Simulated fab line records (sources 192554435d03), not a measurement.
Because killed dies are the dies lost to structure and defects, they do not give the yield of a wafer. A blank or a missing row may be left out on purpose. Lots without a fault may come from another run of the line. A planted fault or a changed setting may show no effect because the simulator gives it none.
What tool caused it?	flow n5_finfet	Sampling: 11 lots, 33 wafers, 4 of 1938 route steps

== WHAT EACH GAUGE READ, for each wafer ==
N5_BEOL_M14_CD_MEAS_28 targets a cd of 284.4 nm.
lot	measured	on	cd_nm (nm)
L595	day 11 23:12	cd_sem-03	287.6 285.3 285.1
L597	day 12 01:43	cd_sem-02	283.2 284.1 284.6
L596	day 12 12:34	cd_sem-02	286.2 285.4 287.7
L603	day 13 13:17	cd_sem-03	281.2 281.3 282.9
L598	day 13 19:28	cd_sem-03	282.9 286.8 286.5
L604	day 14 02:08	cd_sem-03	284.7 282.2 284.8
L613	day 16 08:06	cd_sem-02	284.8 285.0 283.7
L615	day 16 21:03	cd_sem-02	286.0 286.2 283.2
L616	day 16 21:13	cd_sem-01	285.1 285.7 282.7
L617	day 16 21:15	cd_sem-03	282.7 283.4 284.5
L618	day 16 23:53	cd_sem-02	283.8 283.6 284.9

== EACH LOT AND THE TOOL THAT RAN IT (in order: tool; ch and the chambers of the sampled wafers; start) ==
lot	N5_BEOL_M14_STRIP_63	N5_BEOL_M14_STRIP_64	N5_BEOL_M14_COAT_65
L595	rie_diel-05 ch 0,1,3, day 11 22:55 or earlier	rie_diel-05 ch 0,1,3, day 11 22:55 or earlier	litho_track-01 ch 0, day 11 22:55
L597	rie_diel-05 ch 0,2,3, day 12 01:26 or earlier	rie_diel-05 ch 0,2,3, day 12 01:26 or earlier	litho_track-04 ch 0, day 12 01:26
L596	rie_diel-03 ch 0,2,3, day 12 12:08 or earlier	rie_diel-03 ch 0,2,3, day 12 12:08 or earlier	litho_track-01 ch 0, day 12 12:08
L603	rie_diel-04 ch 0,2,3, day 13 12:59 or earlier	rie_diel-04 ch 0,2,3, day 13 12:59 or earlier	litho_track-03 ch 0, day 13 12:59
L598	rie_diel-03 ch 0,1, day 13 19:10 or earlier	rie_diel-03 ch 0,1, day 13 19:10 or earlier	litho_track-03 ch 0, day 13 19:10
L604	rie_diel-04 ch 0,2,3, day 14 01:51 or earlier	rie_diel-04 ch 0,2,3, day 14 01:51 or earlier	litho_track-04 ch 0, day 14 01:51
L613	rie_diel-03 ch 1,2, day 16 07:41 or earlier	rie_diel-03 ch 1,2, day 16 07:41 or earlier	litho_track-01 ch 0, day 16 07:41
L615	rie_diel-04 ch 0,1,3, day 16 20:46 or earlier	rie_diel-04 ch 0,1,3, day 16 20:46 or earlier	litho_track-01 ch 0, day 16 20:46
L616	rie_diel-03 ch 1,2, day 16 20:47 or earlier	rie_diel-03 ch 1,2, day 16 20:47 or earlier	litho_track-04 ch 0, day 16 20:47
L617	rie_diel-05 ch 0,1,3, day 16 20:52 or earlier	rie_diel-05 ch 0,1,3, day 16 20:52 or earlier	litho_track-03 ch 0, day 16 20:52
L618	rie_diel-03 ch 1,2, day 16 23:28 or earlier	rie_diel-03 ch 1,2, day 16 23:28 or earlier	litho_track-03 ch 0, day 16 23:28
- N5_BEOL_M14_STRIP_63: strips in O2.
- N5_BEOL_M14_STRIP_64: strips in O2.
- N5_BEOL_M14_COAT_65: time 60 s, resist thk 450 nm.

== AS READ BY THE TOOLS THEMSELVES (means over the sampled wafers that have a number; for cases with no such wafer, the mark the record gives instead) ==
N5_BEOL_M14_STRIP_63.
lot	tool	drypump_motor_current_A (A)	oes_product_au (a.u.)	rf_vpp_V (V)	showerhead_plenum_p_Torr (Torr)	throttle_valve_pct (%)
L595	rie_diel-05	5.2	0.78	4.0	2.02	16.73
L597	rie_diel-05	5.3	0.76	4.1	2.05	16.78
L596	rie_diel-03	5.2	0.79	3.2	2.01	16.72
L603	rie_diel-04	6.1	0.85	4.0	2.16	16.53
L598	rie_diel-03	6.0	0.91	3.0	2.11	16.71
L604	rie_diel-04	6.1	0.84	3.9	2.15	16.57
L613	rie_diel-03	5.8	0.87	4.0	2.11	16.65
L615	rie_diel-04	6.2	0.78	4.0	2.19	16.66
L616	rie_diel-03	5.3	0.85	3.0	2.08	16.62
L617	rie_diel-05	5.2	0.74	3.1	2.01	16.80
L618	rie_diel-03	5.3	0.85	3.2	2.08	16.61

N5_BEOL_M14_STRIP_64.
lot	tool	drypump_motor_current_A (A)	oes_product_au (a.u.)	rf_vpp_V (V)	showerhead_plenum_p_Torr (Torr)	throttle_valve_pct (%)
L595	rie_diel-05	5.2	0.77	3.9	2.02	16.73
L597	rie_diel-05	5.3	0.75	3.7	2.05	16.77
L596	rie_diel-03	5.2	0.79	3.4	2.01	16.73
L603	rie_diel-04	6.0	0.85	3.5	2.16	16.53
L598	rie_diel-03	6.0	0.90	3.7	2.11	16.72
L604	rie_diel-04	6.0	0.84	4.0	2.16	16.53
L613	rie_diel-03	5.8	0.87	3.7	2.11	16.65
L615	rie_diel-04	6.1	0.78	3.5	2.19	16.67
L616	rie_diel-03	5.3	0.85	4.0	2.08	16.62
L617	rie_diel-05	5.2	0.74	3.1	2.01	16.82
L618	rie_diel-03	5.3	0.84	3.9	2.08	16.62

N5_BEOL_M14_COAT_65.
lot	tool	heater_power_total_W (W)	plate_temp_C (C)	spin_speed_rpm (rpm)
L595	litho_track-01	500.7	250.14	1500.2
L597	litho_track-04	501.7	249.74	1499.1
L596	litho_track-01	499.1	249.78	1500.5
L603	litho_track-03	498.7	250.02	1499.2
L598	litho_track-03	500.3	249.81	1499.7
L604	litho_track-04	503.0	250.10	1500.4
L613	litho_track-01	470.5	237.38	1500.5
L615	litho_track-01	471.6	237.54	1501.3
L616	litho_track-04	500.8	249.96	1500.2
L617	litho_track-03	500.2	249.94	1500.8
L618	litho_track-03	500.9	249.91	1500.6

== THE ANSWER, worked out from the rows above alone ==
Rule: the usual values come from the lots themselves. The widest of any qualifying gaps counts: lots, ordered by their means at a reading, are off when they make up no more than a third of the lots, leave a main group of 4 or more, and stand apart from it by 3 or more times the standard deviation of that group's means. The tables above print the reading to a certain number of digits; a main group whose means all agree to those digits is not used. Also off: a lot with no number at a reading for which 4 or more lots have one. All remaining lots with rows at the step are treated as sound. First the gauges in route order, then the tools' own readings, where a lot's mean is used as printed above. At the first step where some lot is off, the reading lying furthest off is the one used; lots without a number count as furthest.
Off: L613, L615 (N5_BEOL_M14_COAT_65, plate_temp_C). The main group has a mean of 249.93 C with a standard deviation of 0.13.
If a tool, at that step or one of the process steps before it, ran each lot that is off and ran no sound lot following the first of them, it fits. Because N5_BEOL_M14_STRIP_63 lacks a start for some lots, the hours and order of its lots are taken from N5_BEOL_M14_COAT_65. Because N5_BEOL_M14_STRIP_64 lacks a start for some lots, the hours and order of its lots are taken from N5_BEOL_M14_COAT_65. One fits: N5_BEOL_M14_COAT_65 on litho_track-01. A fault onset in the window from L596 (day 12 12:08, its last sound lot) to L613 (day 16 07:41, its first lot off) fits.
The tool's own readings at N5_BEOL_M14_COAT_65 bear it out: on the lots that are off they differ by more than 5 times the standard deviation of the sound lots' means. heater_power_total_W reads 471.1 W there against 500.6 W on the sound lots; plate_temp_C reads 237.46 C there against 249.93 C on the sound lots.

== WHAT WAS PUT IN BY THE SIMULATOR ==
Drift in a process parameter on litho_track-01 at N5_BEOL_M14_COAT_65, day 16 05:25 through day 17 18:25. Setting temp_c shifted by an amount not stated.
Shown lots that were struck: L613, L615. This agrees with what the rule above found.
